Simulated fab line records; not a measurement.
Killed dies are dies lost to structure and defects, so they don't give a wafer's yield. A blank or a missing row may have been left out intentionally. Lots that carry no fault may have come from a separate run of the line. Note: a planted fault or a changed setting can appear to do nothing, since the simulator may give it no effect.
fab line records	flow nand_harc
record: lots: 6	wafers: 18	last_day: 32
route steps=1302 shown A_STAIRCASE@694 END@1302
lots untouched by any fault: they come from a run of this same line in which no faults occurred
start_h: start of the lot's first displayed wafer, in hours after the record's first day	wait_h: hours since the lot's step before	" unchanged from the row above	L1.1+2: one row covering several wafers at once	- no value, or no start given	* or withheld: withheld	< > ~ a bound
route shown NAME@n: NAME is a module with steps in the file, n the number in the route of the first one	usual: mean/standard deviation taken from wafers without a fault	same: alike in all rows	chamber/n: place in a boat	sites: per-site readings	_std_site: the values' standard deviation	_edge_site: outer sites' mean less inner sites'	radius_mm: for every site, how far away it sits from the centre of the wafer	mask NAME#n: copy n	behind: the tool/chamber that last shaped the wafer	hold: why the lot went on hold/how many hours it stayed there/how the hold came to an end	device: names the non-switching transistor (n, p or np)	end of line: tests of these same wafers at the route's end	a step with no rows: only its recipe	killed: the dies lost at the first sort to structure and to defects; this is not the yield of the wafer	map: a wafer's dies, marking killed ones x, the rest . and places with no die _
set.NAME: the setting that was run; set.NAME@STEP: the one run at that earlier step	model.NAME: the simulator's own value behind a step, which no gauge read
lots at selected steps of the route; one table per step, one row per wafer
services: the hour from which a tool's chamber was out of use, counted from the record's first day as start_h (under 0 if before that day), plus the number of hours and why
== steps ==
step: NHARC_A_STAIRCASE_EBR_180
step: NHARC_A_STAIRCASE_EXPOSE_181
recipe: na: 0.5	dose_mj: 27.87	mask_id: STAIR_2
step: NHARC_A_STAIRCASE_PEB_182
recipe: peb_temp_c: 115	peb_time_s: 130
step: NHARC_A_STAIRCASE_DEVELOP_183
recipe: time_s: 140
step: NHARC_A_STAIRCASE_HARDBAKE_185
recipe: temp_c: 120	time_s: 140
step: NHARC_A_STAIRCASE_DESCUM_186
recipe: time_s: 3	o2_flow_sccm: 200	ar_flow_sccm: 0	bias_power_w: 0	chemistry: O2
usual: drypump_motor_current_A: 5.7/0.37	oes_product_au: 1.004/0.011	rf_vpp_V: 57.7/0.85	showerhead_plenum_p_Torr: 1.93/0.096	throttle_valve_pct: 11.311/0.0084
lot.wafer	tool	chamber	start_h	wait_h	drypump_motor_current_A	oes_product_au	rf_hours_counter_h	rf_vpp_V	showerhead_plenum_p_Torr	throttle_valve_pct
L915.1	rie_diel-12	2	394.75	-	5.2	0.997	31	57.9	1.87	11.302
L915.4	"	1	"	"	5.8	0.997	30	58.6	2.03	11.312
L915.5	"	3	"	"	5.6	0.986	-	58.4	1.95	11.311
L923.3	rie_diel-04	3	467.83	-	5.5	1.003	29	57.9	1.77	11.313
L923.2	"	1	"	"	5.7	1.017	30	57.7	1.88	11.315
L923.5	"	0	"	"	6.6	0.998	-	59.0	2.07	11.323
L922.2	rie_diel-12	3	469.06	-	5.7	1.013	2	58.7	1.95	11.321
L922.4	"	0	"	"	6.3	0.997	3	59.0	2.06	11.315
L922.5	"	2	"	"	5.3	0.992	-	57.5	1.87	11.304
L925.3	rie_diel-04	0	486.91	-	6.7	1.012	38	57.4	2.06	11.305
L925.2	"	1	"	"	5.8	1.017	32	57.0	1.88	11.323
L925.6	"	3	"	"	5.5	1.003	-	58.2	1.77	11.312
L929.2	rie_diel-01	3	527.93	-	5.8	1.014	51	55.6	1.80	11.302
L929.3	"	1	"	"	5.6	1.012	50	58.3	1.98	11.316
L929.1	"	2	"	"	5.9	0.987	45	57.0	1.88	11.310
L932.1	rie_diel-04	0	575.05	-	6.7	1.003	10	57.5	2.06	11.314
L932.4	"	1	"	"	5.7	1.001	8	56.9	1.88	11.311
L932.6	"	2	"	"	5.1	1.001	-	57.9	2.04	11.308
step: NHARC_A_STAIRCASE_TRIM_187
recipe: time_s: 211.2	o2_flow_sccm: 500	ar_flow_sccm: 0	bias_w: 0	chemistry: O2
usual: drypump_motor_current_A: 5.7/0.38	oes_product_au: 1.004/0.0084	rf_vpp_V: 57.7/1	showerhead_plenum_p_Torr: 3.57/0.16	throttle_valve_pct: 17.037/0.0094
same: bias_w: 0
lot.wafer	tool	chamber	start_h	wait_h	drypump_motor_current_A	oes_product_au	rf_hours_counter_h	rf_vpp_V	showerhead_plenum_p_Torr	throttle_valve_pct
L915.4	rie_diel-12	2	394.84	0.1	5.3	1.005	31	56.2	3.46	17.036
L915.1	"	3	"	"	5.7	0.988	32	56.3	3.60	17.028
L915.5	"	3	"	"	5.6	0.999	-	58.4	3.60	17.032
L923.2	rie_diel-04	0	467.92	0.1	6.7	1.004	28	59.2	3.79	17.024
L923.3	"	2	"	"	5.1	1.001	29	57.7	3.76	17.026
L923.5	"	1	"	"	5.7	1.017	-	58.1	3.48	17.041
L922.4	rie_diel-12	1	469.14	0.1	5.8	0.999	4	58.2	3.71	17.034
L922.2	"	3	"	"	5.6	1.005	2	60.2	3.59	17.029
L922.5	"	0	"	"	6.3	0.995	-	56.7	3.78	17.024
L925.3	rie_diel-04	2	486.99	0.1	5.1	1.003	40	58.2	3.75	17.030
L925.2	"	0	"	"	6.6	0.995	38	59.8	3.79	17.027
L925.6	"	2	"	"	5.1	0.997	-	57.3	3.75	17.044
L929.3	rie_diel-01	0	528.01	0.1	5.7	1.012	55	57.5	3.55	17.048
L929.1	"	1	"	"	5.5	0.997	50	55.5	3.64	17.050
L929.2	"	3	"	"	5.8	1.012	51	57.7	3.33	17.043
L932.4	rie_diel-04	1	575.15	0.1	5.8	1.009	8	57.5	3.47	17.039
L932.1	"	2	"	"	5.1	0.996	10	57.6	3.74	17.037
L932.6	"	0	"	"	6.7	1.006	-	58.0	3.77	17.046
step: NHARC_A_STAIRCASE_ETCH_188
recipe: target_depth_a: 1000	time_s: 40.5	ion_energy_ev: 400	c4f8_flow_sccm: 20	o2_flow_sccm: 10	ar_flow_sccm: withheld	rf_w: 600	bias_w: 1000	chemistry: C4F8/O2
usual: bias_w: 999.7/2.9	oes_product_au: 0.945/0.015	rf_fwd_power_W: 591.3/2.8	rf_vpp_V: 897/5.9
lot.wafer	tool	chamber	start_h	wait_h	bias_w	oes_product_au	rf_fwd_power_W	rf_hours_counter_h	rf_vpp_V
L915.4	rie_diel-12	1	-	-	1000.5	0.957	594.0	30	904
L915.1	"	2	"	"	1000.7	0.932	588.7	31	893
L915.5	"	1	"	"	997.8	0.962	595.7	-	903
L923.3	rie_diel-04	3	-	-	1002.6	0.948	591.1	29	887
L923.2	"	0	"	"	1000.3	0.932	594.5	29	904
L923.5	"	2	"	"	1003.3	0.928	590.9	-	904
L922.4	rie_diel-12	2	-	-	1001.6	0.939	589.3	3	893
L922.2	"	0	"	"	996.0	0.945	593.0	3	905
L922.5	"	1	"	"	1004.3	0.952	595.0	-	903
L925.3	rie_diel-04	3	-	-	999.8	0.960	591.5	32	887
L925.2	"	0	"	"	1003.9	0.967	592.8	38	906
L925.6	"	3	"	"	998.9	0.957	593.7	-	887
L929.3	rie_diel-01	1	-	-	998.2	0.969	591.7	50	900
L929.2	"	2	"	"	1002.0	0.957	591.5	45	894
L929.1	"	3	"	"	994.6	0.962	588.4	51	887
L932.4	rie_diel-04	3	-	-	1001.8	0.948	594.2	13	905
L932.1	"	1	"	"	1007.1	0.964	585.2	8	894
L932.6	"	0	"	"	998.7	0.961	590.7	-	905
step: NHARC_A_STAIRCASE_TRIM_189
recipe: time_s: 211.2	o2_flow_sccm: 500	ar_flow_sccm: 0	bias_w: 0	chemistry: O2
usual: drypump_motor_current_A: 5.7/0.38	oes_product_au: 1.003/0.0094	rf_vpp_V: 58.0/0.94	showerhead_plenum_p_Torr: 3.56/0.16	throttle_valve_pct: 17.037/0.008
same: bias_w: 0
lot.wafer	tool	chamber	start_h	wait_h	drypump_motor_current_A	oes_product_au	rf_hours_counter_h	rf_vpp_V	showerhead_plenum_p_Torr	throttle_valve_pct
L915.1	rie_diel-12	0	-	-	6.3	1.008	31	58.3	3.79	17.034
L915.4	"	1	"	"	5.8	1.007	30	58.4	3.73	17.035
L915.5	"	3	"	"	5.6	0.999	-	56.1	3.60	17.032
L923.2	rie_diel-04	3	-	-	5.5	1.010	30	57.0	3.28	17.026
L923.3	"	0	"	"	6.6	1.003	29	58.3	3.79	17.033
L923.5	"	0	"	"	6.6	1.004	-	58.9	3.79	17.047
L922.4	rie_diel-12	1	-	-	5.8	1.007	4	57.1	3.71	17.050
L922.2	"	2	"	"	5.3	0.997	3	59.0	3.45	17.045
L922.5	"	1	"	"	5.8	1.003	-	58.4	3.71	17.041
L925.3	rie_diel-04	2	-	-	5.2	0.995	40	58.5	3.75	17.044
L925.2	"	0	"	"	6.6	1.010	38	58.3	3.79	17.032
L925.6	"	3	"	"	5.5	1.012	-	57.9	3.28	17.058
L929.1	rie_diel-01	3	-	-	5.8	1.011	51	57.8	3.33	17.035
L929.2	"	1	"	"	5.6	1.011	50	60.0	3.64	17.052
L929.3	"	2	"	"	5.9	1.001	45	59.7	3.48	17.030
L932.4	rie_diel-04	0	-	-	6.7	1.009	11	59.2	3.77	17.043
L932.1	"	1	"	"	5.8	1.003	8	57.6	3.47	17.032
L932.6	"	0	"	"	6.7	1.009	-	59.0	3.77	17.025
step: NHARC_A_STAIRCASE_ETCH_190
recipe: target_depth_a: 1000	time_s: 40.5	ion_energy_ev: 400	c4f8_flow_sccm: 20	o2_flow_sccm: 10	ar_flow_sccm: withheld	rf_w: 600	bias_w: 1000	chemistry: C4F8/O2
step: NHARC_A_STAIRCASE_TRIM_191
recipe: time_s: 211.2	o2_flow_sccm: 500	ar_flow_sccm: 0	bias_w: 0	chemistry: O2
step: NHARC_A_STAIRCASE_ETCH_192
recipe: target_depth_a: 1000	time_s: 40.5	ion_energy_ev: 400	c4f8_flow_sccm: 20	o2_flow_sccm: 10	ar_flow_sccm: withheld	rf_w: 600	bias_w: 1000	chemistry: C4F8/O2
usual: bias_w: 1000.2/2.9	oes_product_au: 0.947/0.012	rf_fwd_power_W: 591.1/2.8	rf_vpp_V: 897/5.9
lot.wafer	tool	chamber	start_h	wait_h	bias_w	oes_product_au	rf_fwd_power_W	rf_hours_counter_h	rf_vpp_V
L915.1	rie_diel-12	0	395.47	-	997.5	0.964	591.7	31	906
L915.4	"	3	"	"	997.9	0.931	589.0	33	897
L915.5	"	0	"	"	998.8	0.964	591.8	-	903
L923.2	rie_diel-04	0	469.58	-	997.1	0.845	498.8	30	906
L923.3	"	3	"	"	999.3	0.851	499.6	30	887
L923.5	"	2	"	"	1000.1	0.841	493.8	-	905
L922.4	rie_diel-12	2	469.75	-	1000.5	0.946	588.9	3	895
L922.2	"	0	"	"	1006.5	0.933	590.3	4	905
L922.5	"	1	"	"	1003.8	0.947	594.5	-	903
L925.3	rie_diel-04	1	487.59	-	1004.5	0.874	492.3	33	896
L925.2	"	0	"	"	998.2	0.878	494.3	38	906
L925.6	"	1	"	"	999.8	0.877	492.7	-	894
L929.1	rie_diel-01	3	528.73	-	1001.5	0.957	588.5	51	889
L929.3	"	0	"	"	998.4	0.944	589.2	56	898
L929.2	"	2	"	"	992.7	0.942	592.9	45	894
L932.4	rie_diel-04	1	575.74	-	1003.5	0.944	590.0	8	894
L932.1	"	3	"	"	996.2	0.943	595.4	13	904
L932.6	"	1	"	"	1001.5	0.955	590.4	-	893
step: NHARC_A_STAIRCASE_TRIM_193
recipe: time_s: 211.2	o2_flow_sccm: 500	ar_flow_sccm: 0	bias_w: 0	chemistry: O2
usual: drypump_motor_current_A: 5.7/0.39	oes_product_au: 1.003/0.0097	rf_vpp_V: 57.8/0.88	showerhead_plenum_p_Torr: 3.57/0.16	throttle_valve_pct: 17.037/0.0095
same: bias_w: 0
lot.wafer	tool	chamber	start_h	wait_h	drypump_motor_current_A	oes_product_au	rf_hours_counter_h	rf_vpp_V	showerhead_plenum_p_Torr	throttle_valve_pct
L915.1	rie_diel-12	2	-	-	5.3	1.004	32	58.7	3.46	17.031
L915.4	"	1	"	"	5.8	1.006	30	58.4	3.73	17.044
L915.5	"	3	"	"	5.7	0.999	-	58.2	3.60	17.033
L923.2	rie_diel-04	2	-	-	5.1	1.004	31	59.2	3.76	17.038
L923.3	"	3	"	"	5.5	1.004	31	55.1	3.28	17.019
L923.5	"	3	"	"	5.5	1.001	-	57.5	3.28	17.032
L922.2	rie_diel-12	3	-	-	5.7	0.996	3	58.6	3.59	17.024
L922.4	"	1	"	"	5.8	1.001	4	58.0	3.71	17.049
L922.5	"	3	"	"	5.7	1.001	-	56.8	3.59	17.039
L925.2	rie_diel-04	3	-	-	5.5	1.010	33	56.8	3.28	17.046
L925.3	"	0	"	"	6.7	1.006	38	58.0	3.79	17.025
L925.6	"	2	"	"	5.2	1.001	-	57.8	3.75	17.037
L929.2	rie_diel-01	1	-	-	5.5	1.001	50	58.0	3.64	17.037
L929.1	"	2	"	"	5.9	0.988	45	57.4	3.48	17.045
L929.3	"	3	"	"	5.8	1.015	51	57.6	3.33	17.039
L932.1	rie_diel-04	0	-	-	6.7	0.998	11	58.1	3.77	17.021
L932.4	"	2	"	"	5.1	1.002	10	59.4	3.74	17.049
L932.6	"	1	"	"	5.7	1.009	-	57.7	3.47	17.051
step: NHARC_END_SORT_01
recipe: temp_c: 25
usual: killed_at_array: 53/21	killed_at_other: 0.8/1.1	killed_at_periphery: 4.2/2.7	killed_dies: 58/22	killed_open: 3.4/1.9	killed_short: 2.5/1.6
same: gross_dies: 677
lot.wafer	tool	chamber	start_h	wait_h	killed_at_array	killed_at_other	killed_at_periphery	killed_dies	killed_open	killed_short
L915.1	prober-02	0	604.81	2.5	24	0	4	28	3	3
L915.4	prober-02	0	607.24	3.4	26	0	4	30	3	3
L915.5	prober-02	0	608.05	3.7	14	1	3	18	3	1
L923.2	prober-01	0	685.85	2.8	21	0	4	25	5	2
L923.3	prober-01	0	686.64	3.1	17	0	1	18	2	2
L923.5	prober-01	0	688.23	3.7	19	1	4	24	7	1
L922.2	prober-02	0	685.86	2.8	52	0	5	57	4	2
L922.4	prober-02	0	687.47	3.4	59	1	3	63	4	0
L922.5	prober-02	0	688.28	3.7	50	0	11	61	6	2
L925.2	prober-01	0	697.28	2.8	52	0	5	57	4	5
L925.3	prober-01	0	698.08	3.1	59	1	2	62	8	2
L925.6	prober-01	0	700.48	4.0	53	0	9	62	5	4
L929.1	prober-02	0	765.01	2.5	60	0	1	61	5	1
L929.2	prober-02	0	765.80	2.8	72	0	7	79	8	4
L929.3	prober-02	0	766.59	3.1	57	1	6	64	4	4
killed by level:class
L915.1 A_CHANNEL_HOLE_D2:chamber_film_flake=8 A_CONTACT:chamber_film_flake=8 P_ZERO_WELL:chamber_film_flake=2 P_M2:chamber_film_flake=2 A_ONON_D1:geometric_particle:open=1 A_DECK1_JOINT:geometric_particle:open=1 A_CHANNEL_FILL_D2:geometric_particle:short=1 A_SLIT:geometric_particle:short=1
L915.4 A_CHANNEL_HOLE_D2:chamber_film_flake=9 A_CONTACT:chamber_film_flake=8 A_SGD_CUT:geometric_particle:short=2 A_ZERO_WELL:chamber_film_flake=2 P_M0:geometric_particle:open=1 A_DECK1_JOINT:geometric_particle:open=1 A_CHANNEL_FILL_D2:geometric_particle:short=1 A_SGD_CUT:geometric_particle:open=1
L915.5 A_CONTACT:chamber_film_flake=6 A_CHANNEL_HOLE_D1:chamber_film_flake=2 A_CHANNEL_HOLE_D2:chamber_film_flake=2 P_CONTACT:geometric_particle:open=1 A_CHANNEL_FILL_D1:geometric_particle:open=1 A_SLIT:geometric_particle:short=1 A_WL_FILL:geometric_particle:open=1 P_CONTACT:chamber_film_flake=1
L923.2 A_CHANNEL_HOLE_D1:chamber_film_flake=7 A_SLIT:chamber_film_flake=3 A_DECK1_JOINT:chamber_film_flake=2 A_CHANNEL_FILL_D2:chamber_film_flake=2 P_CONTACT:geometric_particle:short=1 P_M0:geometric_particle:open=1 A_CHANNEL_FILL_D1:geometric_particle:open=1 A_SGD_CUT:geometric_particle:short=1
L922.2 A_SLIT:chamber_film_flake=26 A_CHANNEL_HOLE_D2:chamber_film_flake=8 A_CHANNEL_HOLE_D1:chamber_film_flake=4 A_M1:chamber_film_flake=3 A_CHANNEL_FILL_D2:geometric_particle:short=2 P_BONDPAD:chamber_film_flake=2 A_CHANNEL_FILL_D2:chamber_film_flake=2 A_CONTACT:chamber_film_flake=2
L923.3 A_CHANNEL_HOLE_D1:chamber_film_flake=6 A_DECK1_JOINT:chamber_film_flake=3 A_CONTACT:chamber_film_flake=2 P_GATE:geometric_particle:open=1 A_ONON_D1:geometric_particle:short=1 A_DECK1_JOINT:geometric_particle:short=1 A_M0:geometric_particle:open=1 A_CHANNEL_HOLE_D2:chamber_film_flake=1
L922.4 A_SLIT:chamber_film_flake=32 A_CHANNEL_HOLE_D2:chamber_film_flake=14 A_CHANNEL_HOLE_D1:chamber_film_flake=5 P_GATE:chamber_film_flake=2 A_CONTACT:chamber_film_flake=2 A_M1:chamber_film_flake=2 P_M0:geometric_particle:open=1 A_CHANNEL_FILL_D2:geometric_particle:open=1
L923.5 A_CHANNEL_HOLE_D1:chamber_film_flake=6 A_DECK1_JOINT:geometric_particle:open=2 A_WL_FILL:geometric_particle:open=2 A_M0:geometric_particle:open=2 P_STI:chamber_film_flake=2 P_GATE:geometric_particle:open=1 A_WL_FILL:geometric_particle:short=1 P_M2:chamber_film_flake=1
L922.5 A_SLIT:chamber_film_flake=32 A_CHANNEL_HOLE_D2:chamber_film_flake=10 P_GATE:chamber_film_flake=4 P_BONDPAD:chamber_film_flake=4 A_WL_FILL:geometric_particle:open=2 P_GATE:geometric_particle:open=1 A_ONON_D1:geometric_particle:open=1 A_WL_FILL:geometric_particle:short=1
L925.2 A_CHANNEL_HOLE_D1:chamber_film_flake=30 A_STAIRCASE:chamber_film_flake=6 A_CONTACT:chamber_film_flake=4 P_M1:chamber_film_flake=3 A_ONON_D2:geometric_particle:short=2 A_ZERO_WELL:chamber_film_flake=2 P_CONTACT:geometric_particle:short=1 A_ONON_D1:geometric_particle:open=1
L925.3 A_CHANNEL_HOLE_D1:chamber_film_flake=34 A_SLIT:chamber_film_flake=6 A_CONTACT:chamber_film_flake=6 A_ONON_D2:geometric_particle:open=3 A_WL_FILL:chamber_film_flake=2 P_M0:geometric_particle:open=1 A_CHANNEL_FILL_D1:geometric_particle:open=1 A_CHANNEL_FILL_D1:geometric_particle:short=1
L925.6 A_CHANNEL_HOLE_D1:chamber_film_flake=34 P_M1:chamber_film_flake=5 A_STAIRCASE:chamber_film_flake=4 A_CONTACT:chamber_film_flake=4 P_M0:geometric_particle:open=3 A_WL_FILL:chamber_film_flake=2 A_SOURCE_PLATE:geometric_particle:open=1 A_ONON_D1:geometric_particle:short=1
L929.1 A_SLIT:chamber_film_flake=22 A_CHANNEL_HOLE_D2:chamber_film_flake=15 A_CHANNEL_HOLE_D1:chamber_film_flake=7 A_CHANNEL_FILL_D2:chamber_film_flake=4 A_STAIRCASE:chamber_film_flake=4 A_BLC:chamber_film_flake=2 P_CONTACT:geometric_particle:open=1 A_CHANNEL_FILL_D1:geometric_particle:open=1
L929.2 A_SLIT:chamber_film_flake=31 A_CHANNEL_HOLE_D2:chamber_film_flake=14 A_CHANNEL_HOLE_D1:chamber_film_flake=8 P_GATE:chamber_film_flake=5 A_STAIRCASE:chamber_film_flake=3 A_CONTACT:chamber_film_flake=2 P_M0:geometric_particle:open=1 A_SOURCE_PLATE:geometric_particle:short=1
L929.3 A_SLIT:chamber_film_flake=19 A_CHANNEL_HOLE_D2:chamber_film_flake=15 A_CHANNEL_HOLE_D1:chamber_film_flake=8 A_CHANNEL_FILL_D1:chamber_film_flake=4 A_STAIRCASE:chamber_film_flake=3 A_CONTACT:chamber_film_flake=3 P_ZERO_WELL:chamber_film_flake=2 P_STI:geometric_particle:short=1
== services ==
tool	chamber	start_h	hours	kind
rie_diel-01	-	383.99	9.0	pm
rie_diel-04	0	392.28	-	clean
rie_diel-04	1	392.28	-	clean
rie_diel-04	2	392.28	-	clean
rie_diel-04	3	392.28	-	clean
rie_diel-01	0	404.83	2.1	repair
rie_diel-12	-	407.18	1.1	repair
rie_diel-12	3	411.25	2.0	repair
rie_diel-04	0	416.79	-	clean
rie_diel-04	1	416.79	-	clean
rie_diel-04	2	416.79	-	clean
rie_diel-04	3	416.79	-	clean
rie_diel-12	2	417.94	1.3	repair
rie_diel-04	0	441.67	-	clean
rie_diel-04	1	441.67	-	clean
rie_diel-04	2	441.67	-	clean
rie_diel-12	-	446.86	9.0	pm
rie_diel-04	2	456.93	5.6	repair
rie_diel-04	-	486.02	0.6	repair
rie_diel-12	0	490.37	19.8	repair
rie_diel-04	-	535.83	9.0	pm
rie_diel-01	1	558.22	4.2	repair
rie_diel-01	-	560.99	9.0	pm
rie_diel-12	1	571.07	4.2	repair
== key ==
first_sign: step: NHARC_A_STAIRCASE_ETCH_192	reading: rf_fwd_power_W	direction: down	sigmas: 34	usual: *	struck: *
effect: step: NHARC_A_STAIRCASE_ETCH_192	reading: oes_product_au	direction: down	sigmas: 7	usual: 0.947	struck: 0.861
met_at NHARC_A_STAIRCASE_ETCH_192
struck_wafers L923.2,L923.3,L923.5,L925.2,L925.3,L925.6
tester_left_out L923,L925
fault: kind: process_parameter_drift	tool: rie_diel-04	chamber: -	onset_h: 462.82	steps: NHARC_A_STAIRCASE_ETCH_192	channel: rf_w	offset: *	shape: step	end_h: 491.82	acts_in: *	stated: *
tester_left_out: of these lots the tester's yield and bins aren't shown, on N5 and GAA mostly nor the transistor test; their killed dies are dies lost to structure and defects alone, not to doping, threshold or leakage, so they don't give the yield
